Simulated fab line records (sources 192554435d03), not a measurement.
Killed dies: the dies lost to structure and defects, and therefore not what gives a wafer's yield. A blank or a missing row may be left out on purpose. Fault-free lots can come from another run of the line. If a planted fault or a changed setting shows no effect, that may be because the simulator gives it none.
Lot-split experiment | flow n5 finfet | route with 1938 steps; 7 lots, 21 wafers read

THE SPLIT
At N5_PMOS_HMC_CHANNEL_EPI_COAT_03 (resist thk 205 nm), the setting spin rpm was moved away from the recipe's 1500 rpm on 9 of the 21 wafers read, by -8.5% to +8.1%. The other wafers ran this setting at the recipe's value.

FROM THE SPLIT TO THE READING: what the file shows between them, 2 steps
- N5_PMOS_HMC_CHANNEL_EPI_DESCUM_14: chemistry O2, time 7.9 s (also split here: time s)
- N5_PMOS_HMC_CHANNEL_EPI_ETCH_32: etches BARC in N2/H2, stops on SiO2, target depth 85.8 nm, time 50.3 s

THE READING
CAR-ArF-block_of_PMOS_HMC_CHANNEL_EPI_COAT_03.thk nm (the simulator's own value, which no gauge read), in nm, at N5_PMOS_HMC_CHANNEL_EPI_HM_OPEN_15 (chemistry CHF3/O2, target SiO2, target depth 40.6 nm, time 20.3 s). There is no usual value for it anywhere in the file. Average 91.64 nm, standard deviation 1.8 nm, over the 12 wafers here run with the recipe.

wafer  | tool, chamber at the split | spin rpm as run, rpm | against the recipe | CAR-ArF-block_of_PMOS_HMC_CHANNEL_EPI_COAT_03.thk nm, nm | against lot-mates on the recipe
L074.1 | litho track-04, 0          | 1500                 | recipe             | 91.01                                                    | -
L074.2 | litho track-04, 0          | 1429                 | -4.7%              | 96.7                                                     | +5.69
L074.6 | litho track-04, 0          | 1429                 | -4.7%              | 93.28                                                    | +2.27
L078.2 | litho track-04, 0          | 1420                 | -5.3%              | 95.29                                                    | +4.52
L078.3 | litho track-04, 0          | 1420                 | -5.3%              | 94.56                                                    | +3.79
L078.4 | litho track-04, 0          | 1500                 | recipe             | 90.77                                                    | -
L080.1 | litho track-02, 0          | 1500                 | recipe             | 92.29                                                    | -
L080.3 | litho track-02, 0          | 1500                 | recipe             | 89.31                                                    | -
L080.4 | litho track-02, 0          | 1500                 | recipe             | 88.11                                                    | -
L081.2 | litho track-04, 0          | 1500                 | recipe             | 91.47                                                    | -
L081.4 | litho track-04, 0          | 1373                 | -8.5%              | 99                                                       | +5.83
L081.5 | litho track-04, 0          | 1500                 | recipe             | 94.87                                                    | -
L089.1 | litho track-01, 0          | 1500                 | recipe             | 91.05                                                    | -
L089.2 | litho track-01, 0          | 1500                 | recipe             | 91.56                                                    | -
L089.3 | litho track-01, 0          | 1622                 | +8.1%              | 82.93                                                    | -8.38
L091.2 | litho track-02, 0          | 1500                 | recipe             | 93.41                                                    | -
L091.4 | litho track-02, 0          | 1445                 | -3.7%              | 93.82                                                    | +0.41
L091.5 | litho track-02, 0          | 1445                 | -3.7%              | 95.77                                                    | +2.36
L093.1 | litho track-01, 0          | 1500                 | recipe             | 92.71                                                    | -
L093.2 | litho track-01, 0          | 1500                 | recipe             | 93.15                                                    | -
L093.4 | litho track-01, 0          | 1416                 | -5.6%              | 97.25                                                    | +4.32

THE FIT
A straight line over all 21 wafers: CAR-ArF-block_of_PMOS_HMC_CHANNEL_EPI_COAT_03.thk nm changes by -0.885 nm for each +1% of spin rpm; r = -0.89; the points scatter about the line by 1.6 nm.
The same after taking each lot's own level away (the mean of its wafers on the recipe; 21 wafers): -0.82 nm for each +1%; r = -0.92; scatter 1.3 nm.
That fit puts the effect of the largest move of spin rpm on the reading at 6.9 nm.
The span of the lots' own levels, 89.903 to 93.410 nm, comes to 2.0 times the standard deviation stated above.
Consequently the slope shifts little with the lot-to-lot level, the two slopes agreeing.
Check: for one of the wafers moved furthest among these (-8.5%), held out of the fit, the line's prediction against its lot-mates is +6.89 nm. Against them it came out at +5.83 nm.

OTHER SPLITS ON THESE WAFERS
Before the reading, these wafers also passed through other splits. Each is held against what the fit with the lots' levels taken away leaves over:
other split on the same wafers           | wafers away from the commonest value | r with CAR-ArF-block_of_PMOS_HMC_CHANNEL_EPI_COAT_03.thk nm (lot level and that fit taken away)
N5_PMOS_HMC_CHANNEL_EPI_DESCUM_14 time s | 8                                    | -0.18

THE WHOLE CHAIN: every reading that the file lists as answering this split, in the file's order
step                               | what it does                                                           | reading                                                                                               | change (the file's fit)               | r (the file's)
N5_PMOS_HMC_CHANNEL_EPI_COAT_03    | resist thk 205 nm                                                      | CAR-ArF-block_of_PMOS_HMC_CHANNEL_EPI_COAT_03.thk nm (the simulator's own value, which no gauge read) | -1.02 nm for each +1% of the setting  | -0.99
N5_PMOS_HMC_CHANNEL_EPI_DESCUM_14  | chemistry O2, time 7.9 s                                               | CAR-ArF-block_of_PMOS_HMC_CHANNEL_EPI_COAT_03.thk nm (the simulator's own value, which no gauge read) | -0.968 nm for each +1% of the setting | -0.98
N5_PMOS_HMC_CHANNEL_EPI_ETCH_32    | etches BARC in N2/H2, stops on SiO2, target depth 85.8 nm, time 50.3 s | CAR-ArF-block_of_PMOS_HMC_CHANNEL_EPI_COAT_03.thk nm (the simulator's own value, which no gauge read) | -0.826 nm for each +1% of the setting | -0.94
N5_PMOS_HMC_CHANNEL_EPI_HM_OPEN_15 | chemistry CHF3/O2, target SiO2, target depth 40.6 nm, time 20.3 s      | CAR-ArF-block_of_PMOS_HMC_CHANNEL_EPI_COAT_03.thk nm (the simulator's own value, which no gauge read) | -0.804 nm for each +1% of the setting | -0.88

FILE'S OWN FIT
CAR-ArF-block_of_PMOS_HMC_CHANNEL_EPI_COAT_03.thk nm changes by -0.804 nm for each +1% of spin rpm, r = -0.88.
